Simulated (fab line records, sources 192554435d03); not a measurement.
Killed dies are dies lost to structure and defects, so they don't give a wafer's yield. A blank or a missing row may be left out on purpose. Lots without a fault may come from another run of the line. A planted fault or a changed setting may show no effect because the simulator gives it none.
Split-lot experiment | flow n5_finfet | 7 lots, 21 wafers read, on a route of 1938 steps

THE SPLIT
At N5_BEOL_M8_ETCH_61 (etches SiARC in CF4, target depth 45.5 nm, time 75.8 s), the setting bias_w was moved away from the recipe's 36 W on 5 of the 21 wafers read, by -8.3% to +17.6%. The other wafers ran this setting at the recipe's value.

The reading is taken at the split's own step.

THE READING
rf_vpp_V, in V, at N5_BEOL_M8_ETCH_61 (etches SiARC in CF4, target depth 45.5 nm, time 75.8 s). Fault-free wafers of this fab line usually give 184.4 V, standard deviation 1.1 V.

wafer  | tool, chamber at the split | bias_w as run, W | against the recipe | rf_vpp_V, V | against lot-mates on the recipe
L075.1 | rie_diel-06, 1             | 41               | +13.9%             | 199.9       | +15.6
L075.2 | rie_diel-06, 2             | 36               | recipe             | 184.3       | -
L075.3 | rie_diel-06, 3             | 41               | +13.9%             | 200.2       | +15.9
L076.1 | rie_diel-06, 1             | 36               | recipe             | 185.4       | -
L076.4 | rie_diel-06, 3             | 36               | recipe             | 183.8       | -
L076.5 | rie_diel-06, 0             | 36               | recipe             | 184.8       | -
L085.1 | rie_diel-04, 3             | 36               | recipe             | 184.7       | -
L085.3 | rie_diel-04, 0             | 33.01            | -8.3%              | 176.0       | -8.6
L085.6 | rie_diel-04, 1             | 36               | recipe             | 184.6       | -
L087.1 | rie_diel-06, 3             | 36               | recipe             | 183.0       | -
L087.2 | rie_diel-06, 1             | 36               | recipe             | 186.9       | -
L087.3 | rie_diel-06, 2             | 42.34            | +17.6%             | 206.3       | +21.4
L089.4 | rie_diel-04, 2             | 36               | recipe             | 184.8       | -
L089.5 | rie_diel-04, 3             | 36               | recipe             | 183.8       | -
L089.6 | rie_diel-04, 1             | 36               | recipe             | 183.7       | -
L090.1 | rie_diel-01, 3             | 40.88            | +13.6%             | 199.7       | +17.0
L090.2 | rie_diel-01, 2             | 36               | recipe             | 182.6       | -
L090.5 | rie_diel-01, 3             | 36               | recipe             | 182.8       | -
L091.3 | rie_diel-01, 2             | 36               | recipe             | 183.1       | -
L091.4 | rie_diel-01, 0             | 36               | recipe             | 186.5       | -
L091.5 | rie_diel-01, 1             | 36               | recipe             | 184.9       | -

THE FIT
A straight line over all 21 wafers: rf_vpp_V changes by +1.15 V for each +1% of bias_w; r = +0.99; the points scatter about the line by 1.2 V.
The same after taking each lot's own level away (the mean of its wafers on the recipe; 21 wafers): +1.17 V for each +1%; r = +0.99; scatter 1 V.
On that fit, the largest move of bias_w shifts the reading by 21 V.
The lots' own levels span 182.70 to 184.95 V, that is 2.0 times the standard deviation above.
So the lot-to-lot level changes the slope little: the two slopes agree.
Check: with one of the wafers moved furthest among these (+17.6%) left out of the fit, the line predicts +20.4 V for it against its lot-mates. It came out at +21.4 V against them.
Tool readings at the split's step, against how far the setting was moved: etch_rf_on_time_s r = -0.91; rf_vpp_V r = +0.99.

OTHER SPLITS ON THESE WAFERS
These wafers also went through other splits before the reading. Each is held against what the fit with the lots' levels taken away leaves over:
other split on the same wafers    | wafers away from the commonest value | r with rf_vpp_V (lot level and that fit taken away)
N5_BEOL_M2_EXPOSE_25 dose_mj      | 2                                    | +0.04
N5_BEOL_M3_DESCUM_33 time_s       | 9                                    | +0.23
N5_BEOL_M3_VIA_ETCH_34 bias_w     | 6                                    | -0.02
N5_BEOL_M5_COAT_66 spin_rpm       | 7                                    | -0.29
N5_BEOL_M5_COAT_74 temp_c         | 8                                    | -0.23
N5_BEOL_M6_HM_DEP_02 target_thk_a | 6                                    | -0.09
N5_BEOL_M7_COAT_63 spin_rpm       | 7                                    | -0.17
N5_BEOL_M7_COAT_64 spin_rpm       | 11                                   | -0.21

THE WHOLE CHAIN: every reading that the file lists as answering this split, in the file's order
step               | what it does                                           | reading           | change (the file's fit)              | r (the file's)
N5_BEOL_M8_ETCH_61 | etches SiARC in CF4, target depth 45.5 nm, time 75.8 s | etch_rf_on_time_s | withheld for each +1% of the setting | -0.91
N5_BEOL_M8_ETCH_61 | etches SiARC in CF4, target depth 45.5 nm, time 75.8 s | rf_vpp_V          | +1.19 V for each +1% of the setting  | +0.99

THE FILE'S OWN FIT
rf_vpp_V changes by +1.19 V for each +1% of bias_w, r = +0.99.
